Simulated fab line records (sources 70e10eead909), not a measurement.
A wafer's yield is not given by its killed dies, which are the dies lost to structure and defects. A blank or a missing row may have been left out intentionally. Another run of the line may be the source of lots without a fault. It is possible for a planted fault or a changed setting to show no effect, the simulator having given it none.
Which tool was responsible? | flow nand-harc | 39 wafers from 13 lots sampled at 5 of the route's 1159 steps

WHAT EACH GAUGE READ, for each wafer
NHARC_A_SGD_CUT_OVL_MEAS_10.
lot  | measured     | on         | overlay-x-nm (nm) | overlay-y-nm (nm)
L270 | day 13 04:07 | overlay-01 | -0.4 0.0 -0.4     | 1.3 1.3 1.7
L271 | day 14 07:29 | overlay-01 | -1.0 -0.9 -0.7    | -0.3 0.3 1.2
L272 | day 14 07:07 | overlay-02 | -0.6 -0.4 -0.5    | 0.7 0.9 -0.1
L279 | day 16 03:58 | overlay-01 | -1.2 -1.4 -1.5    | -0.6 -0.6 -0.5
L280 | day 16 03:25 | overlay-02 | 1.1 0.7 0.6       | 0.8 0.6 -0.2
L281 | day 16 23:37 | overlay-02 | -1.4 -1.2 -1.3    | -0.5 0.3 0.4
L291 | day 19 00:34 | overlay-01 | 0.6 0.1 -0.6      | -0.7 -1.3 -1.2
L289 | day 19 00:13 | overlay-02 | 1.0 0.2 0.1       | -0.7 -1.5 -0.5
L292 | day 19 06:47 | overlay-02 | 0.8 0.5 0.3       | 0.6 1.1 0.6
L293 | day 19 12:37 | overlay-02 | 0.6 -0.1 -0.2     | -1.2 -0.7 -1.3

NHARC_END_SORT_01.
lot  | measured     | on        | killed-at-array | killed-at-other | killed-at-periphery | killed-dies | killed-open | killed-short
L284 | day 23 03:17 | prober-01 | 673 675 672     | 3 0 2           | 1 2 3               | 677 677 677 | 4 1 2       | 0 2 2
L287 | day 23 21:08 | prober-02 | 675 673 676     | 0 1 0           | 2 3 1               | 677 677 677 | 6 2 4       | 1 3 2
L286 | day 23 19:43 | prober-01 | 673 672 675     | 1 1 1           | 3 4 1               | 677 677 677 | 6 5 1       | 0 4 0

EACH LOT AND THE TOOL THAT RAN IT (in order: tool; ch and the chambers of the sampled wafers; start)
lot  | NHARC_A_STAIRCASE_STRIP_316                   | NHARC_A_STAIRCASE_DEP_417       | NHARC_A_STAIRCASE_CMP_472
L270 | rie-diel-13 ch 0,1,2, day 11 14:02 or earlier | pecvd-03 ch 0,1,2, day 11 14:02 | cmp-02 ch 2,3, day 13 02:53
L271 | rie-diel-06 ch 0,1,3, day 12 08:15 or earlier | pecvd-03 ch 0,1,2, day 12 08:15 | cmp-02 ch 1,2,3, day 14 06:16
L272 | rie-diel-13 ch 1,2, day 12 12:34 or earlier   | pecvd-02 ch 0,1,2, day 12 12:34 | cmp-04 ch 1,2, day 14 05:52
L279 | rie-diel-13 ch 1,2, day 14 08:40 or earlier   | pecvd-02 ch 1,2, day 14 08:40   | cmp-03 ch 0,2,3, day 16 02:49
L280 | rie-diel-13 ch 0,3, day 14 10:01 or earlier   | pecvd-04 ch 0,1,2, day 14 10:01 | cmp-04 ch 0,3, day 16 01:59
L281 | rie-diel-06 ch 0,1,2, day 15 04:03 or earlier | pecvd-04 ch 0,2, day 15 04:03   | cmp-03 ch 1,2,3, day 16 22:33
L284 | rie-diel-06 ch 0,1,3, day 15 16:37 or earlier | pecvd-03 ch 0,1, day 15 16:37   | cmp-04 ch 0,3, day 17 12:02
L287 | rie-diel-06 ch 1,2, day 15 20:08 or earlier   | pecvd-04 ch 0,1,2, day 15 20:08 | cmp-03 ch 0,1,2, day 17 17:12
L286 | rie-diel-13 ch 0,2,3, day 16 04:07 or earlier | pecvd-02 ch 1,2, day 16 04:07   | cmp-02 ch 0,1,2, day 17 21:26
L291 | rie-diel-07 ch 0,3, day 17 04:42 or earlier   | pecvd-03 ch 0,1,2, day 17 04:42 | cmp-03 ch 0,3, day 18 23:20
L289 | rie-diel-13 ch 0,2,3, day 17 05:44 or earlier | pecvd-04 ch 0,1,2, day 17 05:44 | cmp-03 ch 1,2,3, day 18 23:02
L292 | rie-diel-06 ch 0,1,2, day 17 09:29 or earlier | pecvd-03 ch 0,1,2, day 17 09:29 | cmp-03 ch 0,2,3, day 19 05:44
L293 | rie-diel-07 ch 0,1,2, day 17 18:28 or earlier | pecvd-04 ch 0,1, day 17 18:28   | cmp-02 ch 0,1,3, day 19 11:26
- NHARC_A_STAIRCASE_STRIP_316: strips in O2.
- NHARC_A_STAIRCASE_DEP_417: deposits Si3N4, target thk 60 nm.
- NHARC_A_STAIRCASE_CMP_472: polishes SiO2.

WHAT THE TOOLS THEMSELVES READ (means of the sampled wafers that have a number; where no wafer has one, the mark that the record gives instead)
NHARC_A_STAIRCASE_STRIP_316.
lot  | tool        | drypump-motor-current-A (A) | oes-product-au (a.u.) | rf-vpp-V (V) | showerhead-plenum-p-Torr (Torr) | throttle-valve-pct (%)
L270 | rie-diel-13 | 5.8                         | 0.990                 | 57.6         | 3.43                            | 17.044
L271 | rie-diel-06 | 5.4                         | 0.985                 | 58.1         | 3.58                            | 17.043
L272 | rie-diel-13 | 5.9                         | 0.995                 | 57.1         | 3.51                            | 17.027
L279 | rie-diel-13 | 5.6                         | 0.981                 | 57.1         | 3.49                            | 17.035
L280 | rie-diel-13 | 5.6                         | 0.996                 | 57.2         | 3.46                            | 17.042
L281 | rie-diel-06 | 5.6                         | 1.002                 | 58.1         | 3.57                            | 17.037
L284 | rie-diel-06 | 5.4                         | 0.994                 | 58.5         | 3.56                            | 17.031
L287 | rie-diel-06 | 5.6                         | 0.988                 | 58.1         | 3.52                            | 17.032
L286 | rie-diel-13 | 5.6                         | 0.995                 | 58.2         | 3.51                            | 17.029
L291 | rie-diel-07 | 5.5                         | 1.004                 | 58.2         | 3.65                            | 17.040
L289 | rie-diel-13 | 5.6                         | 1.000                 | 57.3         | 3.51                            | 17.032
L292 | rie-diel-06 | 5.6                         | 0.996                 | 57.4         | 3.56                            | 17.036
L293 | rie-diel-07 | 5.8                         | 0.990                 | 58.1         | 3.67                            | 17.045

NHARC_A_STAIRCASE_DEP_417.
lot  | tool     | heater-power-w (W) | showerhead-vpp-V (V)
L270 | pecvd-03 | 651                | 1276
L271 | pecvd-03 | 639                | 1281
L272 | pecvd-02 | 732                | 1241
L279 | pecvd-02 | 756                | 1217
L280 | pecvd-04 | 708                | 1350
L281 | pecvd-04 | 716                | 1347
L284 | pecvd-03 | 684                | 1327
L287 | pecvd-04 | 706                | 1353
L286 | pecvd-02 | 755                | 1213
L291 | pecvd-03 | 663                | 1253
L289 | pecvd-04 | 683                | 1353
L292 | pecvd-03 | 677                | 1265
L293 | pecvd-04 | 628                | 1343

NHARC_A_STAIRCASE_CMP_472.
lot  | tool   | edge-zone-pressure-frac | motor-current-A (A)
L270 | cmp-02 | 1.003                   | 12.6
L271 | cmp-02 | 0.996                   | 12.5
L272 | cmp-04 | 1.001                   | 11.3
L279 | cmp-03 | 1.001                   | 12.5
L280 | cmp-04 | 0.997                   | 11.5
L281 | cmp-03 | 0.999                   | 12.3
L284 | cmp-04 | -                       | -
L287 | cmp-03 | -                       | -
L286 | cmp-02 | -                       | -
L291 | cmp-03 | 0.996                   | 12.6
L289 | cmp-03 | 0.997                   | 12.8
L292 | cmp-03 | 0.989                   | 12.2
L293 | cmp-02 | 1.001                   | 12.1

THE ANSWER, worked out from the rows above alone
Rule: what is usual is taken from the lots themselves. Put in order of their means at a reading, lots are off if they are a third of the lots or fewer, leave a main group of 4 or more, and stand apart from it by a gap of 3 or more times the standard deviation of the main group's means; of several such gaps the widest counts. A main group is skipped when, at the precision printed for the reading in the tables above, its means are all equal. Also off: a lot with no number at a reading for which 4 or more lots have one. Where the step has rows for the other lots, those lots are counted as sound. After the gauges, taken in route order, come the tools' own readings; for these a lot's mean is taken, as printed above. At the first step where some lot is off, the reading lying furthest off is the one used; lots without a number count as furthest.
Off at NHARC_A_STAIRCASE_CMP_472 (edge-zone-pressure-frac): L284, L287, L286. Without a number there: L284, L287, L286. The main group has a mean of 0.998 with a standard deviation of 0.0038.
A tool fits if, at that step or a process step before it, it ran every lot that is off, and no sound lot after the first of them. With no start given for some of its lots, NHARC_A_STAIRCASE_STRIP_316 uses the hours and lot order of NHARC_A_STAIRCASE_DEP_417. No candidate that was tried fits.

WHAT THE SIMULATOR HAD INSERTED
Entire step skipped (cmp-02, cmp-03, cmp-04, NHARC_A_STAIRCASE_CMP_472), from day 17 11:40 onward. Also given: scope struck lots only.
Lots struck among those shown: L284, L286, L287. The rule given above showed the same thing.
